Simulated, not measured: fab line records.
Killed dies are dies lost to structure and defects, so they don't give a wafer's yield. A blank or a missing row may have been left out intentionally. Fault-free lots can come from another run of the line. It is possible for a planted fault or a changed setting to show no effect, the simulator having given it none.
fab line records || flow n5_finfet
record {"lots": 4, "wafers": 12, "last_day": 16}
route steps=1938 shown DUMMY_GATE@255 SPACER0@258 SD_EPI_N@262 BEOL_M4@1111
lots untouched by any fault: they come from a run of this same line in which no faults occurred
start_h: hours from the record's opening day to when the first of the lot's shown wafers began || wait_h: time in hours since the lot's previous step || " same as the row above || L1.1+2: several wafers, shown together as one row || - either no value or no given start || * or withheld: withheld || < > ~ a bound
route shown NAME@n: a module of which the file shows steps, and the number in the route of the first || usual: the fault-free wafers' mean and standard deviation || same: alike in all rows || chamber/n: place in a boat || sites: the reading at each site || _std_site: the standard deviation of these || _edge_site: inner sites' mean taken away from outer sites' mean || radius_mm: for every site, how far away it sits from the centre of the wafer || mask NAME#n: copy n || behind: the last tool/chamber to shape the wafer || hold: why the lot went on hold/how many hours it stayed there/how the hold came to an end || device: transistor that didn't switch, given as n, p or np || end of line: the same wafers' tests at the end of the route || a step given without rows: its recipe and nothing more || killed: dies lost to structure and defects at the first sort, not the wafer's yield || map: the dies of a wafer, with x for killed, . for not killed, _ for no die there
set.NAME: the setting that was run; set.NAME@STEP: the one run at that earlier step || model.NAME: the simulator's own value behind a step, which no gauge read
certain route steps with their lots: each step a table, each wafer a row
services: from which hour (start_h, from the record's first day; less than 0 if before it) a tool's chamber was out of use, for how many hours, and why
## steps
# step N5_DUMMY_GATE_SRD_26
# recipe {"dry": "ipa_marangoni", "time_s": 30, "temp_c": 23, "rinse_liquid": "diw"}
# step N5_DUMMY_GATE_UV_OZONE_45
# recipe {"time_s": 120, "pressure_torr": 760, "temp_c": 25}
# step N5_SPACER0_ALD_07
# recipe {"material": "SiNx", "target_thk_a": 20, "temp_c": 400, "ald_precursor_family": "SiH2I2", "ald_co_reactant": "N2/H2-plasma", "pressure_torr": 2}
# step N5_SPACER0_ALD_00
# recipe {"material": "SiOCN", "target_thk_a": 35, "temp_c": 400, "ald_precursor_family": "alkyl-aminosilane", "ald_co_reactant": "O2/N2-plasma", "pulse_time_s": 3, "purge_time_s": 2, "co_reactant_purge_time_s": 2, "ald_cycles": 58, "pressure_torr": 2}
# step N5_SPACER0_ALD_08
# recipe {"material": "SiNx", "target_thk_a": 20, "temp_c": 400, "ald_precursor_family": "SiH2I2", "ald_co_reactant": "N2/H2-plasma", "pressure_torr": 2}
# step N5_SD_EPI_N_COAT_32
# recipe {"resist": "SOC", "temp_c": 250, "time_s": 60, "spin_rpm": 1500, "resist_thk_nm": 350}
# step N5_SD_EPI_N_COAT_33
# recipe {"resist": "SiARC", "temp_c": 220, "time_s": 60, "spin_rpm": 1500, "resist_thk_nm": 35}
# step N5_SD_EPI_N_COAT_03
# recipe {"resist": "CAR-ArF-block", "spin_rpm": 1500, "resist_thk_nm": 150}
# step N5_SD_EPI_N_EBR_05
# recipe {"solvent": "PGMEA", "ebr_width_mm": 1.5}
# step N5_SD_EPI_N_SOFTBAKE_04
# recipe {"temp_c": 110, "time_s": 60, "resist": "CAR-ArF-block"}
# step N5_SD_EPI_N_EXPOSE_06
# recipe {"mask_id": "SD_N_BLK", "na": 1.35, "source_shape": "conventional", "sigma_outer": 0.8, "polarization": "unpolarized", "target_cd_nm": 120, "dose_mj": 39.75}
# usual {"exposure_dose_mJ_cm2": "39.73/0.043"}
{"lot.wafer": "L634.1", "tool": "arfi_scanner-02", "chamber": 0, "start_h": 95.92, "wait_h": "-", "mask": "SD_N_BLK#0", "exposure_dose_mJ_cm2": 39.79}
{"lot.wafer": "L634.5", "tool": "arfi_scanner-02", "chamber": 0, "start_h": 95.92, "wait_h": "-", "mask": "SD_N_BLK#0", "exposure_dose_mJ_cm2": 39.75}
{"lot.wafer": "L634.6", "tool": "arfi_scanner-02", "chamber": 0, "start_h": 95.92, "wait_h": "-", "mask": "SD_N_BLK#0", "exposure_dose_mJ_cm2": 39.80}
{"lot.wafer": "L638.2", "tool": "arfi_scanner-02", "chamber": 0, "start_h": 115.94, "wait_h": "-", "mask": "SD_N_BLK#0", "exposure_dose_mJ_cm2": 36.03}
{"lot.wafer": "L638.3", "tool": "arfi_scanner-02", "chamber": 0, "start_h": 115.94, "wait_h": "-", "mask": "SD_N_BLK#0", "exposure_dose_mJ_cm2": 36.05}
{"lot.wafer": "L638.6", "tool": "arfi_scanner-02", "chamber": 0, "start_h": 115.94, "wait_h": "-", "mask": "SD_N_BLK#0", "exposure_dose_mJ_cm2": 36.05}
{"lot.wafer": "L641.2", "tool": "arfi_scanner-02", "chamber": 0, "start_h": 135.83, "wait_h": "-", "mask": "SD_N_BLK#0", "exposure_dose_mJ_cm2": 36.83}
{"lot.wafer": "L641.3", "tool": "arfi_scanner-02", "chamber": 0, "start_h": 135.83, "wait_h": "-", "mask": "SD_N_BLK#0", "exposure_dose_mJ_cm2": 36.88}
{"lot.wafer": "L641.5", "tool": "arfi_scanner-02", "chamber": 0, "start_h": 135.83, "wait_h": "-", "mask": "SD_N_BLK#0", "exposure_dose_mJ_cm2": 36.89}
{"lot.wafer": "L648.1", "tool": "arfi_scanner-01", "chamber": 0, "start_h": 174.88, "wait_h": "-", "mask": "SD_N_BLK#0", "exposure_dose_mJ_cm2": 39.83}
{"lot.wafer": "L648.3", "tool": "arfi_scanner-01", "chamber": 0, "start_h": 174.88, "wait_h": "-", "mask": "SD_N_BLK#0", "exposure_dose_mJ_cm2": 39.74}
{"lot.wafer": "L648.5", "tool": "arfi_scanner-01", "chamber": 0, "start_h": 174.88, "wait_h": "-", "mask": "SD_N_BLK#0", "exposure_dose_mJ_cm2": 39.71}
# step N5_SD_EPI_N_PEB_07
# recipe {"peb_temp_c": 110, "peb_time_s": 60, "resist": "CAR-ArF-block"}
# step N5_SD_EPI_N_DEVELOP_08
# recipe {"develop_time_s": 30, "developer": "TMAH", "resist": "CAR-ArF-block", "dev_temp_c": 23, "rinse_liquid": "diw", "dry": "air_spin"}
# step N5_SD_EPI_N_CD_MEAS_09
# recipe {"target_cd_nm": 120, "landing_energy_ev": 500, "detector": "se_inlens"}
# usual {"cd_nm": "119.9/0.56"}
{"lot.wafer": "L634.1", "tool": "cd_sem-02", "chamber": 0, "start_h": 96.04, "wait_h": "-", "cd_nm": 119.6}
{"lot.wafer": "L634.5", "tool": "cd_sem-02", "chamber": 0, "start_h": 96.04, "wait_h": "-", "cd_nm": 118.7}
{"lot.wafer": "L634.6", "tool": "cd_sem-02", "chamber": 0, "start_h": 96.04, "wait_h": "-", "cd_nm": 118.7}
{"lot.wafer": "L638.2", "tool": "cd_sem-01", "chamber": 0, "start_h": 116.06, "wait_h": "-", "cd_nm": 113.2}
{"lot.wafer": "L638.3", "tool": "cd_sem-01", "chamber": 0, "start_h": 116.06, "wait_h": "-", "cd_nm": 112.6}
{"lot.wafer": "L638.6", "tool": "cd_sem-01", "chamber": 0, "start_h": 116.06, "wait_h": "-", "cd_nm": 113.2}
{"lot.wafer": "L641.2", "tool": "cd_sem-01", "chamber": 0, "start_h": 135.95, "wait_h": "-", "cd_nm": 114.2}
{"lot.wafer": "L641.3", "tool": "cd_sem-01", "chamber": 0, "start_h": 135.95, "wait_h": "-", "cd_nm": 115.5}
{"lot.wafer": "L641.5", "tool": "cd_sem-01", "chamber": 0, "start_h": 135.95, "wait_h": "-", "cd_nm": 115.0}
{"lot.wafer": "L648.1", "tool": "cd_sem-02", "chamber": 0, "start_h": 175.00, "wait_h": "-", "cd_nm": 120.0}
{"lot.wafer": "L648.3", "tool": "cd_sem-02", "chamber": 0, "start_h": 175.00, "wait_h": "-", "cd_nm": 119.0}
{"lot.wafer": "L648.5", "tool": "cd_sem-02", "chamber": 0, "start_h": 175.00, "wait_h": "-", "cd_nm": 120.5}
# step N5_SD_EPI_N_DESCUM_14
# recipe {"chemistry": "O2", "time_s": 7.9, "source_power_w": 50, "bias_power_w": 20, "pressure_mtorr": 20, "rf_frequency_hz": 2.712e+07, "temp_c": 40, "resist": "CAR-ArF-block", "o2_flow_sccm": 225}
# usual {"drypump_motor_current_A": "6.0/0.49", "oes_product_au": "0.78/0.067", "rf_vpp_V": "243.4/1.4", "showerhead_plenum_p_Torr": "2.11/0.072", "throttle_valve_pct": "20.38/0.19"}
{"lot.wafer": "L634.1", "tool": "rie_diel-05", "chamber": 0, "start_h": 96.30, "wait_h": 0.2, "drypump_motor_current_A": 5.6, "oes_product_au": 0.87, "rf_hours_counter_h": 53, "rf_vpp_V": 242.4, "showerhead_plenum_p_Torr": 2.03, "throttle_valve_pct": 20.15, "model.SD_EPI_N.cd_nm": 119.6}
{"lot.wafer": "L634.5", "tool": "rie_diel-05", "chamber": 1, "start_h": 96.30, "wait_h": 0.2, "drypump_motor_current_A": 6.2, "oes_product_au": 0.71, "rf_hours_counter_h": "-", "rf_vpp_V": 244.4, "showerhead_plenum_p_Torr": 2.16, "throttle_valve_pct": 20.49, "model.SD_EPI_N.cd_nm": 119}
{"lot.wafer": "L634.6", "tool": "rie_diel-05", "chamber": 0, "start_h": 96.30, "wait_h": 0.2, "drypump_motor_current_A": 5.6, "oes_product_au": 0.86, "rf_hours_counter_h": "-", "rf_vpp_V": 241.5, "showerhead_plenum_p_Torr": 2.03, "throttle_valve_pct": 20.14, "model.SD_EPI_N.cd_nm": 118.6}
{"lot.wafer": "L638.2", "tool": "rie_diel-04", "chamber": 1, "start_h": 117.48, "wait_h": 1.4, "drypump_motor_current_A": 5.7, "oes_product_au": 0.80, "rf_hours_counter_h": 105, "rf_vpp_V": 244.4, "showerhead_plenum_p_Torr": 2.10, "throttle_valve_pct": 20.60, "model.SD_EPI_N.cd_nm": 113.2}
{"lot.wafer": "L638.3", "tool": "rie_diel-04", "chamber": 3, "start_h": 117.48, "wait_h": 1.4, "drypump_motor_current_A": 5.7, "oes_product_au": 0.75, "rf_hours_counter_h": 170, "rf_vpp_V": 244.4, "showerhead_plenum_p_Torr": 2.17, "throttle_valve_pct": 20.12, "model.SD_EPI_N.cd_nm": 112.8}
{"lot.wafer": "L638.6", "tool": "rie_diel-04", "chamber": 3, "start_h": 117.48, "wait_h": 1.4, "drypump_motor_current_A": 5.7, "oes_product_au": 0.74, "rf_hours_counter_h": "-", "rf_vpp_V": 243.9, "showerhead_plenum_p_Torr": 2.17, "throttle_valve_pct": 20.13, "model.SD_EPI_N.cd_nm": 113.2}
{"lot.wafer": "L641.2", "tool": "rie_diel-05", "chamber": 2, "start_h": 136.04, "wait_h": 0.0, "drypump_motor_current_A": 6.6, "oes_product_au": 0.79, "rf_hours_counter_h": 128, "rf_vpp_V": 243.7, "showerhead_plenum_p_Torr": 2.10, "throttle_valve_pct": 20.39, "model.SD_EPI_N.cd_nm": 114.4}
{"lot.wafer": "L641.3", "tool": "rie_diel-05", "chamber": 3, "start_h": 136.04, "wait_h": 0.0, "drypump_motor_current_A": 5.6, "oes_product_au": 0.80, "rf_hours_counter_h": 109, "rf_vpp_V": 244.0, "showerhead_plenum_p_Torr": 2.21, "throttle_valve_pct": 20.56, "model.SD_EPI_N.cd_nm": 115.6}
{"lot.wafer": "L641.5", "tool": "rie_diel-05", "chamber": 3, "start_h": 136.04, "wait_h": 0.0, "drypump_motor_current_A": 5.5, "oes_product_au": 0.80, "rf_hours_counter_h": "-", "rf_vpp_V": 245.3, "showerhead_plenum_p_Torr": 2.21, "throttle_valve_pct": 20.52, "model.SD_EPI_N.cd_nm": 115}
{"lot.wafer": "L648.1", "tool": "rie_diel-04", "chamber": 0, "start_h": 175.75, "wait_h": 0.7, "drypump_motor_current_A": 6.6, "oes_product_au": 0.70, "rf_hours_counter_h": 227, "rf_vpp_V": 241.6, "showerhead_plenum_p_Torr": 1.98, "throttle_valve_pct": 20.27, "model.SD_EPI_N.cd_nm": 120}
{"lot.wafer": "L648.3", "tool": "rie_diel-04", "chamber": 1, "start_h": 175.75, "wait_h": 0.7, "drypump_motor_current_A": 5.7, "oes_product_au": 0.77, "rf_hours_counter_h": 127, "rf_vpp_V": 243.6, "showerhead_plenum_p_Torr": 2.09, "throttle_valve_pct": 20.63, "model.SD_EPI_N.cd_nm": 119}
{"lot.wafer": "L648.5", "tool": "rie_diel-04", "chamber": 0, "start_h": 175.75, "wait_h": 0.7, "drypump_motor_current_A": 6.6, "oes_product_au": 0.70, "rf_hours_counter_h": "-", "rf_vpp_V": 242.0, "showerhead_plenum_p_Torr": 1.98, "throttle_valve_pct": 20.26, "model.SD_EPI_N.cd_nm": 120.2}
# step N5_SD_EPI_N_ETCH_34
# recipe {"chemistry": "CF4", "target": "SiARC", "target_depth_a": 455, "mask_material": "CAR-ArF-block", "time_s": 75.8, "ion_energy_ev": 80, "pressure_mtorr": 40, "source_w": 545, "bias_w": 36, "Ar_flow_sccm": 100, "cf4_flow_sccm": 100, "ends": "cleared"}
# step N5_SD_EPI_N_ETCH_35
# recipe {"chemistry": "N2/H2", "target": "SOC", "overetch_a": 1080, "mask_material": "SiARC", "temp_c": 40, "ion_energy_ev": 100, "source_w": 3000, "bias_w": 133, "pressure_mtorr": 20, "time_s": 486, "n2_flow_sccm": 200, "h2_flow_sccm": 200}
# step N5_SD_EPI_N_STRIP_36
# recipe {"chemistry": "N2/H2", "temp_c": 40, "n2_flow_sccm": 200, "h2_flow_sccm": 200, "rf_frequency_hz": 6e+07}
# step N5_SD_EPI_N_ETCHBACK_44
# recipe {"chemistry": "CH3F/O2", "mode": "anisotropic_etchback", "target": "SiNx", "target_depth_a": 145, "stop_on": "SiO2", "over_etch_frac": 0.3, "ion_energy_ev": 120, "pressure_mtorr": 30, "source_w": 395, "bias_w": 73, "Ar_flow_sccm": 150, "CH3F_flow_sccm": 30, "O2_flow_sccm": 20}
# step N5_SD_EPI_N_ETCH_45
# recipe {"chemistry": "CH3F/O2", "target": "SiOCN", "target_depth_a": 60, "mask_material": "SOC", "ion_energy_ev": 60, "bias_w": 29, "pressure_mtorr": 15, "source_w": 410, "Ar_flow_sccm": 150, "CH3F_flow_sccm": 30, "O2_flow_sccm": 20}
# step N5_SD_EPI_N_ETCH_16
# recipe {"chemistry": "CHF3/O2", "target": "SiO2", "target_depth_a": 50, "mask_material": "SOC", "pressure_mtorr": 30, "source_w": 650, "bias_w": 170, "Ar_flow_sccm": 200, "CHF3_flow_sccm": 50, "O2_flow_sccm": 5, "ion_energy_ev": 200}
# step N5_SD_EPI_N_STRIP_47
# recipe {"chemistry": "CHF3/O2", "resist": "SiARC", "rf_frequency_hz": 6e+07}
# step N5_SD_EPI_N_SD_RECESS_17
# recipe {"chemistry": "HBr/Cl2/O2", "target_depth_a": 410, "mask_material": "SOC", "time_s": 23.7, "bt_time_s": 3, "pressure_mtorr": 10, "icp_w": 800, "bias_w": 112, "HBr_flow_sccm": 150, "Cl2_flow_sccm": 80, "O2_flow_sccm": 12}
# usual {"drypump_motor_current_A": "5.9/0.4", "oes_product_au": "1.001/0.012", "throttle_valve_pct": "37.04/0.27"}
{"lot.wafer": "L634.1", "tool": "rie_si-02", "chamber": 1, "start_h": 96.99, "wait_h": 0.0, "drypump_motor_current_A": 5.7, "oes_product_au": 1.018, "rf_hours_counter_h": 6, "throttle_valve_pct": 37.25, "model.SD_EPI_N.cd_nm": 118.6}
{"lot.wafer": "L634.5", "tool": "rie_si-02", "chamber": 3, "start_h": 96.99, "wait_h": 0.0, "drypump_motor_current_A": 5.5, "oes_product_au": 1.006, "rf_hours_counter_h": "-", "throttle_valve_pct": 37.18, "model.SD_EPI_N.cd_nm": 119.6}
{"lot.wafer": "L634.6", "tool": "rie_si-02", "chamber": 2, "start_h": 96.99, "wait_h": 0.0, "drypump_motor_current_A": 5.6, "oes_product_au": 1.004, "rf_hours_counter_h": "-", "throttle_valve_pct": 36.92, "model.SD_EPI_N.cd_nm": 118.2}
{"lot.wafer": "L638.2", "tool": "rie_si-03", "chamber": 2, "start_h": 118.16, "wait_h": 0.0, "drypump_motor_current_A": 5.7, "oes_product_au": 0.976, "rf_hours_counter_h": 66, "throttle_valve_pct": 37.32, "model.SD_EPI_N.cd_nm": 114.6}
{"lot.wafer": "L638.3", "tool": "rie_si-03", "chamber": 0, "start_h": 118.16, "wait_h": 0.0, "drypump_motor_current_A": 5.8, "oes_product_au": 0.990, "rf_hours_counter_h": 10, "throttle_valve_pct": 37.09, "model.SD_EPI_N.cd_nm": 114.2}
{"lot.wafer": "L638.6", "tool": "rie_si-03", "chamber": 2, "start_h": 118.16, "wait_h": 0.0, "drypump_motor_current_A": 5.7, "oes_product_au": 0.977, "rf_hours_counter_h": "-", "throttle_valve_pct": 37.30, "model.SD_EPI_N.cd_nm": 112.6}
{"lot.wafer": "L641.2", "tool": "rie_si-03", "chamber": 2, "start_h": 136.73, "wait_h": 0.0, "drypump_motor_current_A": 5.7, "oes_product_au": 0.990, "rf_hours_counter_h": 67, "throttle_valve_pct": 37.31, "model.SD_EPI_N.cd_nm": 114.8}
{"lot.wafer": "L641.3", "tool": "rie_si-03", "chamber": 3, "start_h": 136.73, "wait_h": 0.0, "drypump_motor_current_A": 5.7, "oes_product_au": 1.004, "rf_hours_counter_h": 39, "throttle_valve_pct": 36.47, "model.SD_EPI_N.cd_nm": 115.6}
{"lot.wafer": "L641.5", "tool": "rie_si-03", "chamber": 2, "start_h": 136.73, "wait_h": 0.0, "drypump_motor_current_A": 5.7, "oes_product_au": 0.985, "rf_hours_counter_h": "-", "throttle_valve_pct": 37.31, "model.SD_EPI_N.cd_nm": 115}
{"lot.wafer": "L648.1", "tool": "rie_si-03", "chamber": 0, "start_h": 176.44, "wait_h": 0.0, "drypump_motor_current_A": 5.8, "oes_product_au": 0.995, "rf_hours_counter_h": 11, "throttle_valve_pct": 37.09, "model.SD_EPI_N.cd_nm": 120.2}
{"lot.wafer": "L648.3", "tool": "rie_si-03", "chamber": 2, "start_h": 176.44, "wait_h": 0.0, "drypump_motor_current_A": 5.7, "oes_product_au": 0.981, "rf_hours_counter_h": 68, "throttle_valve_pct": 37.30, "model.SD_EPI_N.cd_nm": 119.4}
{"lot.wafer": "L648.5", "tool": "rie_si-03", "chamber": 2, "start_h": 176.44, "wait_h": 0.0, "drypump_motor_current_A": 5.7, "oes_product_au": 0.981, "rf_hours_counter_h": "-", "throttle_valve_pct": 37.32, "model.SD_EPI_N.cd_nm": 120.2}
# step N5_SD_EPI_N_STRIP_38
# recipe {"chemistry": "N2/H2", "power_w": 1000, "temp_c": 250, "h2_frac": 0.65, "overash_fraction": 0.3, "pressure_mtorr": "withheld", "n2_flow_sccm": 1750, "h2_flow_sccm": 3250}
# step N5_BEOL_M4_RC_MEAS_101
# usual {"DIBL_N": "36.3/1.2", "DIBL_P": "36.1/1.6", "IOFF_N": "0.161/0.023", "IOFF_P": "0.209/0.027", "ION_N": "676/8.9", "ION_P": "462/5.3", "SS_N": "71.5/0.51", "SS_P": "73.2/0.5", "VT_N": "249.1/2.5", "VT_P": "-249.9/2.8"}
{"lot.wafer": "L634.1", "tool": "prober-01", "chamber": 0, "start_h": 211.73, "wait_h": 0.0, "DIBL_N[mV/V]": 34.9, "DIBL_P[mV/V]": 35.9, "IOFF_N[nA/um]": 0.141, "IOFF_P[nA/um]": 0.178, "ION_N[uA/um]": 677, "ION_P[uA/um]": 457, "SS_N[mV/dec]": 71.6, "SS_P[mV/dec]": 73.8, "VT_N[mV]": 249.3, "VT_P[mV]": -254.8}
{"lot.wafer": "L634.5", "tool": "prober-01", "chamber": 0, "start_h": 211.73, "wait_h": 0.0, "DIBL_N[mV/V]": 34.5, "DIBL_P[mV/V]": 35.5, "IOFF_N[nA/um]": 0.138, "IOFF_P[nA/um]": 0.172, "ION_N[uA/um]": 679, "ION_P[uA/um]": 455, "SS_N[mV/dec]": 70.4, "SS_P[mV/dec]": 72.8, "VT_N[mV]": 250.1, "VT_P[mV]": -253.9}
{"lot.wafer": "L634.6", "tool": "prober-01", "chamber": 0, "start_h": 211.73, "wait_h": 0.0, "DIBL_N[mV/V]": 35.1, "DIBL_P[mV/V]": 36.0, "IOFF_N[nA/um]": 0.145, "IOFF_P[nA/um]": 0.176, "ION_N[uA/um]": 686, "ION_P[uA/um]": 466, "SS_N[mV/dec]": 71.4, "SS_P[mV/dec]": 72.9, "VT_N[mV]": 249.1, "VT_P[mV]": -252.3}
{"lot.wafer": "L638.2", "tool": "prober-02", "chamber": 0, "start_h": 228.30, "wait_h": 0.2, "DIBL_N[mV/V]": 35.5, "DIBL_P[mV/V]": 37.0, "IOFF_N[nA/um]": 0.155, "IOFF_P[nA/um]": 0.201, "ION_N[uA/um]": 675, "ION_P[uA/um]": 460, "SS_N[mV/dec]": 71.5, "SS_P[mV/dec]": 73.6, "VT_N[mV]": 248.6, "VT_P[mV]": -251.1}
{"lot.wafer": "L638.3", "tool": "prober-02", "chamber": 0, "start_h": 228.30, "wait_h": 0.2, "DIBL_N[mV/V]": 36.1, "DIBL_P[mV/V]": 37.0, "IOFF_N[nA/um]": 0.159, "IOFF_P[nA/um]": 0.206, "ION_N[uA/um]": 684, "ION_P[uA/um]": 462, "SS_N[mV/dec]": 72.2, "SS_P[mV/dec]": 73.3, "VT_N[mV]": 250.3, "VT_P[mV]": -252.1}
{"lot.wafer": "L638.6", "tool": "prober-02", "chamber": 0, "start_h": 228.30, "wait_h": 0.2, "DIBL_N[mV/V]": 36.9, "DIBL_P[mV/V]": 38.6, "IOFF_N[nA/um]": 0.180, "IOFF_P[nA/um]": 0.229, "ION_N[uA/um]": 692, "ION_P[uA/um]": 465, "SS_N[mV/dec]": 71.6, "SS_P[mV/dec]": 73.5, "VT_N[mV]": 247.1, "VT_P[mV]": -248.3}
{"lot.wafer": "L641.2", "tool": "prober-02", "chamber": 0, "start_h": 255.40, "wait_h": 0.2, "DIBL_N[mV/V]": 37.6, "DIBL_P[mV/V]": 37.7, "IOFF_N[nA/um]": 0.207, "IOFF_P[nA/um]": 0.212, "ION_N[uA/um]": 692, "ION_P[uA/um]": 462, "SS_N[mV/dec]": 71.4, "SS_P[mV/dec]": 73.6, "VT_N[mV]": 242.1, "VT_P[mV]": -253.8}
{"lot.wafer": "L641.3", "tool": "prober-02", "chamber": 0, "start_h": 255.40, "wait_h": 0.2, "DIBL_N[mV/V]": 36.2, "DIBL_P[mV/V]": 37.0, "IOFF_N[nA/um]": 0.164, "IOFF_P[nA/um]": 0.195, "ION_N[uA/um]": 668, "ION_P[uA/um]": 455, "SS_N[mV/dec]": 70.7, "SS_P[mV/dec]": 73.3, "VT_N[mV]": 247.9, "VT_P[mV]": -252.8}
{"lot.wafer": "L641.5", "tool": "prober-02", "chamber": 0, "start_h": 255.40, "wait_h": 0.2, "DIBL_N[mV/V]": 35.6, "DIBL_P[mV/V]": 35.3, "IOFF_N[nA/um]": 0.158, "IOFF_P[nA/um]": 0.183, "ION_N[uA/um]": 678, "ION_P[uA/um]": 454, "SS_N[mV/dec]": 71.6, "SS_P[mV/dec]": 72.9, "VT_N[mV]": 246.3, "VT_P[mV]": -254.3}
{"lot.wafer": "L648.1", "tool": "prober-02", "chamber": 0, "start_h": 284.60, "wait_h": 0.0, "DIBL_N[mV/V]": 36.9, "DIBL_P[mV/V]": 38.7, "IOFF_N[nA/um]": 0.155, "IOFF_P[nA/um]": 0.237, "ION_N[uA/um]": 667, "ION_P[uA/um]": 460, "SS_N[mV/dec]": 71.6, "SS_P[mV/dec]": 73.7, "VT_N[mV]": 252.0, "VT_P[mV]": -247.5}
{"lot.wafer": "L648.3", "tool": "prober-02", "chamber": 0, "start_h": 284.60, "wait_h": 0.0, "DIBL_N[mV/V]": 37.1, "DIBL_P[mV/V]": 38.2, "IOFF_N[nA/um]": 0.152, "IOFF_P[nA/um]": 0.223, "ION_N[uA/um]": 669, "ION_P[uA/um]": 455, "SS_N[mV/dec]": 71.5, "SS_P[mV/dec]": 73.6, "VT_N[mV]": 252.4, "VT_P[mV]": -247.7}
{"lot.wafer": "L648.5", "tool": "prober-02", "chamber": 0, "start_h": 284.60, "wait_h": 0.0, "DIBL_N[mV/V]": 38.2, "DIBL_P[mV/V]": 40.2, "IOFF_N[nA/um]": 0.180, "IOFF_P[nA/um]": 0.271, "ION_N[uA/um]": 676, "ION_P[uA/um]": 465, "SS_N[mV/dec]": 71.6, "SS_P[mV/dec]": 74.1, "VT_N[mV]": 248.3, "VT_P[mV]": -245.8}
## services
{"tool": "arfi_scanner-01", "chamber": "-", "start_h": 74.39, "hours": 2.6, "kind": "repair"}
{"tool": "rie_si-03", "chamber": "-", "start_h": 75.64, "hours": 0.5, "kind": "repair"}
{"tool": "arfi_scanner-01", "chamber": 0, "start_h": 88.37, "hours": "-", "kind": "calibration"}
{"tool": "rie_diel-04", "chamber": "-", "start_h": 101.30, "hours": 0.5, "kind": "repair"}
{"tool": "rie_si-02", "chamber": 1, "start_h": 115.06, "hours": 2.8, "kind": "repair"}
{"tool": "arfi_scanner-01", "chamber": "-", "start_h": 115.65, "hours": 1.2, "kind": "repair"}
{"tool": "rie_si-02", "chamber": 2, "start_h": 118.44, "hours": 7.4, "kind": "repair"}
{"tool": "rie_diel-05", "chamber": 2, "start_h": 119.71, "hours": 1.5, "kind": "repair"}
{"tool": "arfi_scanner-02", "chamber": "-", "start_h": 125.63, "hours": 1.0, "kind": "pm"}
{"tool": "rie_si-03", "chamber": "-", "start_h": 131.84, "hours": 2.8, "kind": "pm"}
{"tool": "arfi_scanner-01", "chamber": "-", "start_h": 135.37, "hours": 1.0, "kind": "pm"}
{"tool": "arfi_scanner-02", "chamber": "-", "start_h": 136.83, "hours": 0.8, "kind": "pm"}
{"tool": "rie_si-03", "chamber": "-", "start_h": 141.01, "hours": 1.1, "kind": "repair"}
{"tool": "arfi_scanner-01", "chamber": "-", "start_h": 153.17, "hours": 0.8, "kind": "pm"}
{"tool": "rie_diel-04", "chamber": 1, "start_h": 160.26, "hours": 9.4, "kind": "repair"}
{"tool": "rie_diel-05", "chamber": 1, "start_h": 168.24, "hours": "-", "kind": "clean"}
{"tool": "rie_diel-05", "chamber": 1, "start_h": 168.24, "hours": "-", "kind": "consumable_replace:esc"}
{"tool": "rie_diel-05", "chamber": 1, "start_h": 168.24, "hours": "-", "kind": "consumable_replace:focus_ring"}
{"tool": "rie_diel-05", "chamber": 1, "start_h": 168.24, "hours": 23.1, "kind": "scheduled_down"}
{"tool": "rie_diel-05", "chamber": 1, "start_h": 168.24, "hours": 23.1, "kind": "vent_cycle"}
{"tool": "rie_diel-04", "chamber": 2, "start_h": 175.20, "hours": "-", "kind": "clean"}
{"tool": "rie_diel-04", "chamber": 2, "start_h": 175.20, "hours": "-", "kind": "consumable_replace:focus_ring"}
{"tool": "rie_diel-04", "chamber": 2, "start_h": 175.20, "hours": 17.6, "kind": "scheduled_down"}
{"tool": "rie_diel-04", "chamber": 2, "start_h": 175.20, "hours": 17.6, "kind": "vent_cycle"}
## key
first_sign {"step": "N5_SD_EPI_N_EXPOSE_06", "reading": "exposure_dose_mJ_cm2", "direction": "down", "sigmas": 76, "usual": 39.73, "struck": 36.45}
effect {"step": "N5_SD_EPI_N_CD_MEAS_09", "reading": "cd_nm", "direction": "down", "sigmas": 11, "usual": 119.9, "struck": 113.9, "through": "control_loop"}
model_effect {"step": "N5_SD_EPI_N_DESCUM_14", "value": "SD_EPI_N.cd_nm", "without": 119.9, "struck": 114}
model_effect {"step": "N5_SD_EPI_N_SD_RECESS_17", "value": "SD_EPI_N.cd_nm", "without": 120.3, "struck": 114.5}
met_at N5_SD_EPI_N_EXPOSE_06
struck_wafers L638.2,L638.3,L638.6,L641.2,L641.3,L641.5
loop_trim {"step": "N5_SD_EPI_N_EXPOSE_06", "setting": "dose", "lots": "L641"}
onset_between 95.92 115.94
fault {"kind": "process_parameter_drift", "tool": "arfi_scanner-02", "chamber": "-", "onset_h": 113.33, "steps": "N5_SD_EPI_N_EXPOSE_06", "channel": "dose_mj", "offset": -3.6392, "shape": "step", "acts_in": "these_recipes_only", "stated": 39.75}
# loop_trim: a control loop set the setting to another value than it would have without faults
